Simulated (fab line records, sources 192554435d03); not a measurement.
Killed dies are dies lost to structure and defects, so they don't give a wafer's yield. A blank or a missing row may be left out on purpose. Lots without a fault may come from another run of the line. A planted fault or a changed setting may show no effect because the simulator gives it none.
fab line records | flow n5_finfet | part 2 of 2: steps 5 to 6 of 6
record lots=21 wafers=63 last_day=17
route steps=1938 shown BEOL_M10@1474 BEOL_M11@1579
lots that met no fault: from a run of the same line without faults
start_h: hours from the record's first day to the start of the lot's first wafer shown | wait_h: hours since the lot's step before | " the same as in the row above | L1.1+2: a row that stands for several wafers | - no value, or no start given | * or withheld: withheld | < > ~ a bound
route shown NAME@n: a module of which the file shows steps, and the number in the route of the first | usual: mean/standard deviation of fault-free wafers | same: alike in all rows | chamber/n: place in a boat | sites: the reading at each site | _std_site: their standard deviation | _edge_site: outer sites' mean less inner sites' | radius_mm: how far each site lies from the wafer's centre | mask NAME#n: copy n | behind: the tool/chamber that last shaped the wafer | hold: why the lot was held/for how many hours/how that ended | device: the transistor (n, p or np) that didn't switch | end of line: the same wafers' tests at the end of the route | a step without rows: its recipe alone | killed: dies lost to structure and defects at the first sort, not the wafer's yield | map: a wafer's dies, x killed, . not, _ none there
set.NAME: the setting as run; set.NAME@STEP: as run at that earlier step | model.NAME: the simulator's own value behind a step, which no gauge read
steps of the route over a sample of lots; a table a step, a row a wafer
services: from which hour (start_h, from the record's first day; less than 0 if before it) a tool's chamber was out of use, for how many hours, and why
## steps
# step N5_BEOL_M10_DEGAS_44
# recipe ambient=vacuum temp_c=250 time_s=60
# usual heater_power_w=341/34 susceptor_temp_C=249.99/0.18
# columns lot.wafer tool chamber start_h wait_h heater_power_w susceptor_temp_C
L075.4 pvd_sputter-03 - 222.01 0.4 345 250.23
L075.5 " - " " 345 250.35
L075.6 " - " " 403 250.24
L074.2 pvd_sputter-03 - 222.09 0.4 351 250.21
L074.3 " - " " 380 249.99
L074.4 " - " " 341 250.02
L078.2 pvd_sputter-01 - 237.32 1.7 395 250.04
L078.3 " - " " 295 250.04
L078.4 " - " " 362 250.09
L077.3 pvd_sputter-02 - 242.50 0.4 337 249.93
L077.5 " - " " 303 250.03
L077.6 " - " " 328 250.14
L080.1 pvd_sputter-03 - 246.04 0.3 392 249.87
L080.3 " - " " 340 250.05
L080.4 " - " " 349 249.95
L081.1 pvd_sputter-03 - 250.23 1.1 344 249.96
L081.3 " - " " 337 249.75
L081.6 " - " " 339 249.79
L082.1 pvd_sputter-02 - 269.88 0.5 345 249.71
L082.3 " - " " 328 250.27
L082.4 " - " " 310 249.80
L083.1 pvd_sputter-03 - 269.91 0.4 348 250.37
L083.4 " - " " 391 249.83
L083.5 " - " " 361 249.97
L084.2 pvd_sputter-01 - 270.60 0.7 304 250.12
L084.3 " - " " 325 249.94
L084.6 " - " " 397 250.25
L085.2 pvd_sputter-03 - 275.64 0.5 338 250.00
L085.4 " - " " 405 250.03
L085.5 " - " " 335 250.48
L086.2 pvd_sputter-01 - 276.28 0.4 366 249.91
L086.3 " - " " 307 249.74
L086.6 " - " " 297 249.95
L089.1 pvd_sputter-02 - 295.53 0.3 280 249.99
L089.2 " - " " 311 250.05
L089.3 " - " " 320 249.97
L088.1 pvd_sputter-02 - 306.23 0.3 306 250.08
L088.5 " - " " 307 250.11
L088.6 " - " " 325 249.99
L090.1 pvd_sputter-02 - 314.28 0.8 291 249.89
L090.3 " - " " 342 249.70
L090.5 " - " " 344 249.85
L091.2 pvd_sputter-01 - 314.34 0.7 368 250.17
L091.5 " - " " 395 249.94
L091.6 " - " " 307 250.09
L093.2 pvd_sputter-02 - 326.74 0.3 305 250.16
L093.3 " - " " 294 250.05
L093.4 " - " " 325 249.92
L092.1 pvd_sputter-03 - 330.55 0.5 344 249.69
L092.2 " - " " 405 249.86
L092.4 " - " " 341 249.90
L095.2 pvd_sputter-01 - 337.09 1.0 369 250.23
L095.5 " - " " 314 249.94
L095.6 " - " " 313 250.01
L094.3 pvd_sputter-03 - 340.86 0.3 350 250.07
L094.4 " - " " 369 249.80
L094.6 " - " " 340 249.83
L096.4 pvd_sputter-01 - 346.66 0.3 371 250.12
L096.5 " - " " 320 249.56
L096.6 " - " " 291 249.97
L097.2 pvd_sputter-01 - 359.61 0.2 308 250.31
L097.4 " - " " 373 250.15
L097.6 " - " " 321 249.80
# step N5_BEOL_M11_ETCH_41
# recipe chemistry=CH3F/O2 target=SiCN target_depth_a=426 taper_deg=2 time_s=86 ion_energy_ev=120 mask_material=TiN pressure_mtorr=30 source_w=395 bias_w=75 Ar_flow_sccm=150 CH3F_flow_sccm=30 O2_flow_sccm=20
# usual O2_flow_sccm=20.00/0.063 bias_w=75.03/0.28 drypump_motor_current_A=5.6/0.52 oes_product_au=0.80/0.091 rf_vpp_V=297.2/2.1 showerhead_plenum_p_Torr=2.00/0.094 throttle_valve_pct=16.34/0.24
# columns lot.wafer tool chamber start_h wait_h O2_flow_sccm bias_w drypump_motor_current_A oes_product_au rf_hours_counter_h rf_vpp_V showerhead_plenum_p_Torr throttle_valve_pct
L075.4 rie_diel-02 3 - - 20.07 74.96 6.0 0.94 16 296.7 2.07 16.15
L075.5 " 2 " " 20.03 75.25 5.6 0.81 - 297.7 1.93 16.30
L075.6 " 1 " " 20.05 75.24 5.5 0.68 - 296.3 1.97 16.85
L074.2 rie_diel-02 1 - - 19.82 74.87 5.4 0.67 246 296.4 1.97 16.84
L074.3 " 2 " " 20.13 74.83 5.7 0.81 90 294.8 1.93 16.28
L074.4 " 3 " " 20.01 74.59 6.0 0.93 16 299.6 2.07 16.14
L078.2 rie_diel-03 2 - - 19.99 75.04 5.3 0.82 70 295.9 1.94 16.41
L078.3 " 1 " " 20.00 75.25 5.0 0.83 54 300.9 2.12 16.04
L078.4 " 2 " " 20.10 75.26 5.3 0.82 - 296.8 1.94 16.42
L077.3 rie_diel-06 1 - - 19.96 75.19 5.4 0.78 117 299.5 2.11 16.30
L077.5 " 0 " " 19.95 74.77 6.2 0.70 - 295.9 1.88 16.80
L077.6 " 1 " " 20.05 74.81 5.4 0.78 - 298.8 2.11 16.29
L080.1 rie_diel-03 2 - - 19.92 75.00 5.3 0.81 72 294.3 1.94 16.42
L080.3 " 3 " " 19.99 74.85 6.5 0.67 261 293.9 1.87 16.40
L080.4 " 1 " " 19.97 75.35 5.0 0.84 - 299.6 2.11 16.05
L081.1 rie_diel-06 2 - - 19.95 75.08 4.7 0.68 248 296.5 1.98 16.73
L081.3 " 1 " " 20.01 74.80 5.4 0.77 121 298.9 2.11 16.28
L081.6 " 3 " " 20.06 75.02 4.7 0.82 - 297.2 1.99 16.31
L083.1 rie_diel-02 3 - - 20.06 75.41 6.0 0.90 31 298.2 2.07 16.17
L083.4 " 1 " " 19.94 75.52 5.5 0.93 4 296.7 1.97 16.35
L083.5 " 3 " " 19.98 75.03 6.0 0.89 - 298.1 2.07 16.19
L082.1 rie_diel-06 1 - - 19.96 74.88 5.4 0.77 129 299.6 2.10 16.30
L082.3 " 3 " " 20.14 74.73 4.8 0.80 124 298.8 1.99 16.33
L082.4 " 3 " " 20.11 74.66 4.8 0.80 - 296.6 1.99 16.33
L084.2 rie_diel-03 1 - - 19.89 75.36 5.0 0.83 67 300.6 2.11 16.08
L084.3 " 3 " " 20.03 75.49 6.5 0.99 1 299.4 2.12 15.87
L084.6 " 2 " " 20.05 74.81 5.3 0.80 - 295.4 1.94 16.44
L085.2 rie_diel-02 1 - - 19.92 75.15 5.4 0.91 6 296.4 1.97 16.33
L085.4 " 1 " " 19.97 75.15 5.5 0.92 - 296.9 1.97 16.35
L085.5 " 2 " " 19.94 75.23 5.6 0.80 - 295.8 1.93 16.33
L086.2 rie_diel-03 2 - - 20.05 75.32 5.3 0.81 86 295.0 1.94 16.45
L086.3 " 0 " " 20.06 74.97 5.9 0.68 218 298.0 2.07 16.34
L086.6 " 3 " " 20.00 74.97 6.5 0.98 - 300.7 2.12 15.89
L089.1 rie_diel-06 1 - - 20.16 75.10 5.4 0.76 142 297.8 2.10 16.32
L089.2 " 2 " " 19.92 75.11 4.7 0.94 7 297.7 1.97 16.22
L089.3 " 2 " " 19.99 75.08 4.7 0.94 - 297.3 1.97 16.22
L088.1 rie_diel-06 0 - - 19.97 74.72 6.2 0.98 2 301.0 2.13 16.35
L088.5 " 0 " " 20.03 75.28 6.2 0.99 - 299.9 2.13 16.35
L088.6 " 1 " " 20.01 75.43 5.4 0.75 - 299.0 2.10 16.32
L090.1 rie_diel-03 0 - - 20.03 75.25 6.0 0.67 231 300.6 2.07 16.39
L090.3 " 2 " " 20.09 75.24 5.3 0.78 97 296.7 1.93 16.48
L090.5 " 1 " " 19.92 75.19 5.0 0.80 - 300.2 2.11 16.09
L091.2 rie_diel-02 2 - - 19.96 75.49 5.7 0.78 125 294.9 1.92 16.36
L091.5 " 1 " " 19.92 75.00 5.5 0.88 - 296.3 1.97 16.37
L091.6 " 3 " " 20.07 75.15 6.0 0.88 - 298.8 2.07 16.17
L093.2 rie_diel-02 1 - - 19.96 74.98 5.4 0.87 23 296.9 1.97 16.36
L093.3 " 3 " " 19.95 74.77 6.0 0.88 40 297.8 2.07 16.18
L093.4 " 2 " " 20.03 74.50 5.7 0.80 128 296.8 1.92 16.35
L092.1 rie_diel-06 3 - - 20.00 75.19 4.8 0.78 138 296.7 1.98 16.35
L092.2 " 1 " " 20.12 75.34 5.4 0.76 147 298.8 2.10 16.35
L092.4 " 2 " " 20.03 75.03 4.7 0.90 19 294.9 1.97 16.25
L095.2 rie_diel-02 1 - - 20.00 74.69 5.4 0.87 26 296.8 1.96 16.38
L095.5 " 0 " " 20.05 75.24 5.7 0.70 - 293.2 1.84 16.69
L095.6 " 3 " " 19.98 75.18 6.0 0.87 - 296.9 2.07 16.20
L094.3 rie_diel-03 3 - - 20.02 75.37 6.5 0.91 24 300.7 2.11 15.93
L094.4 " 2 " " 20.03 74.75 5.3 0.79 104 296.2 1.93 16.50
L094.6 " 0 " " 19.99 74.38 5.9 0.66 - 297.7 2.06 16.40
L096.4 rie_diel-03 3 - - 20.02 75.24 6.5 0.90 25 299.2 2.11 15.94
L096.5 " 0 " " 19.92 74.79 6.0 0.66 - 299.6 2.06 16.39
L096.6 " 1 " " 20.04 74.78 5.0 0.79 - 299.4 2.10 16.11
L097.2 rie_diel-03 2 - - 19.99 75.09 5.2 0.77 112 295.6 1.93 16.50
L097.4 " 2 " " 20.00 75.10 5.2 0.78 - 296.7 1.93 16.50
L097.6 " 2 " " 20.04 74.99 5.2 0.77 - 295.7 1.93 16.50
## services
# columns tool chamber start_h hours kind
uv_cure-02 - 202.88 2.1 pm
uv_cure-02 - 210.66 1.3 repair
rie_diel-05 1 230.89 5.4 repair
uv_cure-02 - 231.90 7.9 repair
rie_diel-04 2 242.38 12.5 repair
rie_diel-03 0 274.83 3.8 repair
rie_diel-02 3 277.39 11.6 repair
uv_cure-01 - 282.84 0.8 repair
rie_diel-02 3 297.64 18.1 repair
rie_diel-05 2 298.44 8.7 repair
rie_diel-02 1 303.65 4.8 repair
uv_cure-01 - 319.23 1.0 pm
rie_diel-01 2 319.59 4.7 repair
rie_diel-02 0 320.60 12.9 repair
rie_diel-05 3 327.61 10.9 repair
uv_cure-01 - 328.05 7.5 pm
rie_diel-03 2 336.02 2.5 repair
rie_diel-01 - 342.20 0.2 repair
uv_cure-03 - 352.77 1.0 pm
rie_diel-03 1 354.76 13.3 repair
rie_diel-05 - 357.67 2.8 pm
uv_cure-02 - 362.02 1.0 pm
rie_diel-03 0 362.06 14.1 repair
uv_cure-02 - 368.17 2.8 pm
